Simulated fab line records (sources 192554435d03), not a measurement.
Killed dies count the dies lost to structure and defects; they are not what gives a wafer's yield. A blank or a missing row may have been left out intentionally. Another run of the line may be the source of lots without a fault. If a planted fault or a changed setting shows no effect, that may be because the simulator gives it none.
Matching of chambers / flow n5 finfet / 3 sister chambers for N5_BEOL_M5_ETCH_62 on rie diel-02
The step etches SOC in N2/H2, target depth 75 nm, overetch 15 nm, time 112.5 s. 18 wafers are shown with their chamber, then 7 later ones without.

== WAFERS, EACH WITH ITS CHAMBER ==
wafer=L075.3; chamber=0; showerhead plenum p Torr (Torr)=2.59; throttle valve pct (%)=17.2; oes product au (a.u.)=0.76
wafer=L075.4; chamber=2; showerhead plenum p Torr (Torr)=2.43; throttle valve pct (%)=17.9; oes product au (a.u.)=0.58
wafer=L075.5; chamber=0; showerhead plenum p Torr (Torr)=2.59; throttle valve pct (%)=17.2; oes product au (a.u.)=0.76
wafer=L081.2; chamber=3; showerhead plenum p Torr (Torr)=2.54; throttle valve pct (%)=17.9; oes product au (a.u.)=0.57
wafer=L081.3; chamber=2; showerhead plenum p Torr (Torr)=2.43; throttle valve pct (%)=17.9; oes product au (a.u.)=0.57
wafer=L081.6; chamber=2; showerhead plenum p Torr (Torr)=2.43; throttle valve pct (%)=17.9; oes product au (a.u.)=0.57
wafer=L083.3; chamber=2; showerhead plenum p Torr (Torr)=2.43; throttle valve pct (%)=17.9; oes product au (a.u.)=0.58
wafer=L083.5; chamber=0; showerhead plenum p Torr (Torr)=2.59; throttle valve pct (%)=17.3; oes product au (a.u.)=0.72
wafer=L083.6; chamber=2; showerhead plenum p Torr (Torr)=2.43; throttle valve pct (%)=17.9; oes product au (a.u.)=0.57
wafer=L085.1; chamber=2; showerhead plenum p Torr (Torr)=2.43; throttle valve pct (%)=17.9; oes product au (a.u.)=0.57
wafer=L085.3; chamber=0; showerhead plenum p Torr (Torr)=2.59; throttle valve pct (%)=17.3; oes product au (a.u.)=0.72
wafer=L085.5; chamber=0; showerhead plenum p Torr (Torr)=2.59; throttle valve pct (%)=17.3; oes product au (a.u.)=0.72
wafer=L088.1; chamber=2; showerhead plenum p Torr (Torr)=2.42; throttle valve pct (%)=17.9; oes product au (a.u.)=0.56
wafer=L088.2; chamber=3; showerhead plenum p Torr (Torr)=2.53; throttle valve pct (%)=18.0; oes product au (a.u.)=0.55
wafer=L088.5; chamber=0; showerhead plenum p Torr (Torr)=2.58; throttle valve pct (%)=17.3; oes product au (a.u.)=0.70
wafer=L090.1; chamber=3; showerhead plenum p Torr (Torr)=2.53; throttle valve pct (%)=18.0; oes product au (a.u.)=0.56
wafer=L090.4; chamber=3; showerhead plenum p Torr (Torr)=2.53; throttle valve pct (%)=17.9; oes product au (a.u.)=0.55
wafer=L090.5; chamber=0; showerhead plenum p Torr (Torr)=2.58; throttle valve pct (%)=17.3; oes product au (a.u.)=0.70

SIGNATURES (means of the wafers above)
reading=showerhead plenum p Torr; chamber 0=2.5871; chamber 2=2.4286; chamber 3=2.5325; scatter within a chamber=0.0045
reading=throttle valve pct; chamber 0=17.271; chamber 2=17.900; chamber 3=17.950; scatter within a chamber=0.0402
reading=oes product au; chamber 0=0.7257; chamber 2=0.5714; chamber 3=0.5575; scatter within a chamber=0.017
Rule: a wafer lies at a distance from a chamber equal to the root of the sum of squares, over the readings, of (its reading less the chamber's mean, divided by the reading's scatter). The wafer belongs to the nearest chamber; if the next one is less than 2 further off, it can't be placed. How the scatter is found: for the shown wafers, subtract from each reading the mean of its chamber, square and add these, divide the total by (wafers less chambers), then take the root.

== WAFERS MISSING THEIR CHAMBER ==
wafer=L093.1; showerhead plenum p Torr (Torr)=2.42; throttle valve pct (%)=18.0; oes product au (a.u.)=0.56
wafer=L093.6; showerhead plenum p Torr (Torr)=2.58; throttle valve pct (%)=17.3; oes product au (a.u.)=0.70
wafer=L094.3; showerhead plenum p Torr (Torr)=2.42; throttle valve pct (%)=17.9; oes product au (a.u.)=0.55
wafer=L094.4; showerhead plenum p Torr (Torr)=2.58; throttle valve pct (%)=17.3; oes product au (a.u.)=0.69
wafer=L094.6; showerhead plenum p Torr (Torr)=2.58; throttle valve pct (%)=17.3; oes product au (a.u.)=0.69
wafer=L097.3; showerhead plenum p Torr (Torr)=2.42; throttle valve pct (%)=18.0; oes product au (a.u.)=0.55
wafer=L097.6; showerhead plenum p Torr (Torr)=2.58; throttle valve pct (%)=17.3; oes product au (a.u.)=0.69

== CHAMBER TAKEN BY EACH ==
wafer=L093.1; from the rows above=2; in truth=2
wafer=L093.6; from the rows above=0; in truth=0
wafer=L094.3; from the rows above=2; in truth=2
wafer=L094.4; from the rows above=0; in truth=0
wafer=L094.6; from the rows above=0; in truth=0
wafer=L097.3; from the rows above=2; in truth=2
wafer=L097.6; from the rows above=0; in truth=0
Correctly placed: 7 of 7. Not placeable from these rows: 0. Number placed wrongly: 0.
